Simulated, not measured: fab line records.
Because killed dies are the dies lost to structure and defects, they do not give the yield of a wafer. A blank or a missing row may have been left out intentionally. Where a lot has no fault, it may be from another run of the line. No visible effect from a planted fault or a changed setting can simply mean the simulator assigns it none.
A lot that was struck, set against a sound lot + flow n5 finfet + 16 out of 1938 route steps
Sound: the wafers L483.2, L483.4, L483.6. Struck: wafers L487.3, L487.4, L487.6. The cause is given at the end.
Per side, at each step with rows, come the tool, then ch with its chambers, and then its first start. Under that, the readings that differ: sound wafers + struck wafers + difference of the means + sigmas: that difference in standard deviations of wafers without a fault.
alike: a reading whose means differ by less than 2 such deviations, as well as words and numbers matching on both sides. not compared: withheld readings; readings where some wafer has no value; bounds like >300 that might hide an equal value; numbers whose values overlap and for which the record gives no deviation.
The two part at a step that has a row with sigmas, a row that says differs or no value, or rows on one side only. Non-overlapping numbers with no deviation appear without sigmas and do not part them. Lack of a reading on every wafer of one side parts them only where that side has two or more wafers.

first, 2 steps without rows for these wafers: N5_BEOL_M3_STRIP_65 (strips in N2/H2); N5_BEOL_M3_STRIP_75 (strips in N2/H2).
N5_BEOL_M3_STRIP_66: strips in CF4.
  sound on rie diel-02 ch 1,2, day 7 12:23; struck on rie diel-05 ch 0,2,3, day 7 23:40
  alike: drypump motor current A, oes product au, rf vpp V, showerhead plenum p Torr, throttle valve pct
  not compared: rf hours counter h
N5_BEOL_M3_HM_OPEN_17: chemistry Cl2/BCl3, target TiN, target depth 20 nm, overetch 6 nm.
  sound on rie metal-02 ch 1, day 7 12:26; struck on rie metal-02 ch 0,1, day 7 23:44
  alike: drypump motor current A, oes product au, throttle valve pct
  not compared: rf hours counter h
N5_BEOL_M3_STRIP_19: strips in O2.
  sound on rie diel-02 ch 0,2, day 7 12:32; struck on rie diel-04 ch 0,3, day 7 23:58
  alike: drypump motor current A, oes product au, rf vpp V, showerhead plenum p Torr, throttle valve pct
  not compared: rf hours counter h
N5_BEOL_M3_CD_MEAS_18: pitch 36 nm, target cd 18 nm.
  sound on cd sem-01, day 7 12:37; struck on cd sem-03, day 8 00:02
  alike: cd nm
then, 6 steps without rows for these wafers: N5_BEOL_M3_COAT_67 (time 60 s, resist thk 60 nm); N5_BEOL_M3_COAT_68 (time 60 s, resist thk 12 nm); N5_BEOL_M3_COAT_76 (time 60 s, resist thk 5 nm); N5_BEOL_M3_COAT_22 (resist thk 30 nm); N5_BEOL_M3_EBR_24; N5_BEOL_M3_SOFTBAKE_23 (time 60 s).
N5_BEOL_M3_EXPOSE_25: exposes mask V2, defocus 5 nm.
  sound on euv scanner-01 ch 0, day 7 12:50; struck on euv scanner-01 ch 0, day 8 00:21
| reading              | sound             | struck            | difference | sigmas |
|----------------------|-------------------|-------------------|------------|--------|
| exposure dose mJ cm2 | 62.85 62.91 62.93 | 60.93 60.92 60.95 | -1.96      | -31    |
  alike: mask
then, 1 step without rows for these wafers: N5_BEOL_M3_PEB_26 (peb time 60 s).
N5_BEOL_M4_RC_MEAS_101:
  sound on prober-02 ch 0, day 8 11:43; struck on prober-02 ch 0, day 8 15:10
  alike: DIBL_N, DIBL_P, IOFF_N, IOFF_P, ION_N, ION_P, SS_N, SS_P, VT_N, VT_P
-- a jump in the record: the struck wafers' starts before and after are 4 days apart (it breaks off in module BEOL_M4 and resumes in module PASSIVATION, where the first step shown is number 1936 of the route) --
N5_PASSIVATION_PROBE_49:
  sound on prober-01, day 12 09:32; struck on prober-01, day 13 01:37
  alike: defect limited yield, killed_at_M0_to_M3, killed_at_M4_up, killed at contacts, killed at front end, killed at other, killed dies, killed open, killed short, sort_bin_5_function, sort_bin_6_memory, sort_bin_8_speed, sort n pass, sort yield pct

WHERE THEY PART
Only at N5_BEOL_M3_EXPOSE_25, within this record. Later steps at which nothing parts them and some readings are alike: N5_BEOL_M4_RC_MEAS_101, N5_PASSIVATION_PROBE_49.

WHY: what had been put in by the simulator
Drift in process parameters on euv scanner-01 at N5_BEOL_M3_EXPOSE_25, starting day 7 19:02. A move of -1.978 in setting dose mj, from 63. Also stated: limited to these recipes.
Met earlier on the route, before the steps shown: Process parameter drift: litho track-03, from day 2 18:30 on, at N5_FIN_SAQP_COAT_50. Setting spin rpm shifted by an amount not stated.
